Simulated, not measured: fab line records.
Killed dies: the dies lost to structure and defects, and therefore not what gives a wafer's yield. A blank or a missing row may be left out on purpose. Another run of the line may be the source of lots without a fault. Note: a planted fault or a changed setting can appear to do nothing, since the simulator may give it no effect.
The same fault as seen by 3 desks | flow n5_finfet | only its own numbers are on each desk; what lay behind them is given at the end

## TOOL OWNER'S DESK, pecvd-02
The tool's own readings at N5_BEOL_M13_ILD_DEP_00 (deposits SiOC from DEMS/O2, target thk 837.92 nm, time 166.4 s): means of the sampled wafers that have a number, for each lot that ran on this tool. The brackets show how far a lot's mean lies from the usual mean; more than 4 standard deviations puts the lot out of limits, marked OUT.
Columns: A = heater_power_w at N5_BEOL_M13_ILD_DEP_00, usual 485 W; B = run_length_s at N5_BEOL_M13_ILD_DEP_00, usual 211.1 s; C = showerhead_plenum_p_Torr at N5_BEOL_M13_ILD_DEP_00, usual 5.701 Torr; D = throttle_valve_pct at N5_BEOL_M13_ILD_DEP_00, usual 12.2 %
lot  | first seen here | A   | B               | C     | D
L986 | day 10 07:20    | 445 | 211.1           | 5.692 | 11.8
L988 | day 11 05:53    | 525 | 211.2           | 5.669 | 12.2
L994 | day 12 22:02    | 594 | 184.6 (-60) OUT | 5.682 | 12.6
L100 | day 14 07:51    | 423 | 184.6 (-60) OUT | 5.681 | 11.8
This desk finds L100, L994 out of limits, L994 being first, at day 12 22:02 (run_length_s at N5_BEOL_M13_ILD_DEP_00). Within limits: L986, L988.

## THE DEFECT DESK
Inspection counts along the route, by lot: the mean over sampled wafers that carry a number. The brackets show how far a lot's mean lies from the usual mean; more than 4 standard deviations puts the lot out of limits, marked OUT.
Columns: A = raw_defect_count at N5_BEOL_M13_INSPECT_12, usual 2.0
lot  | first seen here | A
L986 | day 10 07:50    | 0.7
L988 | day 11 06:23    | 2.3
L989 | day 11 08:38    | 4.0
L994 | day 12 22:32    | 3.5
L100 | day 14 08:22    | 3.0
L102 | day 14 20:39    | 2.0
L103 | day 15 07:17    | 2.3
L104 | day 15 07:40    | 1.0
L106 | day 15 15:13    | 2.3
L105 | day 15 15:22    | 2.7
This desk's finding: nothing out of limits on any of the 10 lots.

## AT THE METROLOGY DESK
What the gauges read for every lot (on any tool): the sampled wafers with a number, averaged. The brackets show how far a lot's mean lies from the usual mean; more than 4 standard deviations puts the lot out of limits, marked OUT.
Columns: A = M13_ILD_THK at N5_BEOL_M13_THK_MEAS_01, usual 841 nm
lot  | first seen here | A
L986 | day 10 07:29    | 841
L988 | day 11 06:02    | 843
L989 | day 11 08:16    | 843
L994 | day 12 22:11    | 706 (-11) OUT
L100 | day 14 08:00    | 708 (-11) OUT
L102 | day 14 20:17    | 851
L103 | day 15 06:48    | 837
L104 | day 15 07:19    | 842
L106 | day 15 14:44    | 840
L105 | day 15 15:01    | 850
This desk reports L100, L994 out of limits; the earliest was L994 at day 12 22:11 (M13_ILD_THK at N5_BEOL_M13_THK_MEAS_01). Within limits: L986, L988, L989, L102, L103, L104, L106, L105.

## TAKEN TOGETHER
At day 12 22:02, on L100, L994, the tool owner's desk was in a position to raise an alarm.
On L100, L994, the metrology desk was in a position to raise an alarm at day 12 22:11.
Nothing the defect desk looked at was out of limits.
The defect desk has L100, L994 on record, within its limits.
N5_BEOL_M13_ILD_DEP_00 was run on pecvd-02 by each of the lots named.

## WHAT THE SIMULATOR HAD INSERTED
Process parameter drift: pecvd-02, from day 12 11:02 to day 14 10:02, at N5_BEOL_M13_ILD_DEP_00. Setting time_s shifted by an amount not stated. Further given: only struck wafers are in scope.
Shown lots that were struck: L100, L994.
Fault start to first reading out of limits, in hours, per desk: tool owner, 11; metrology, 11.
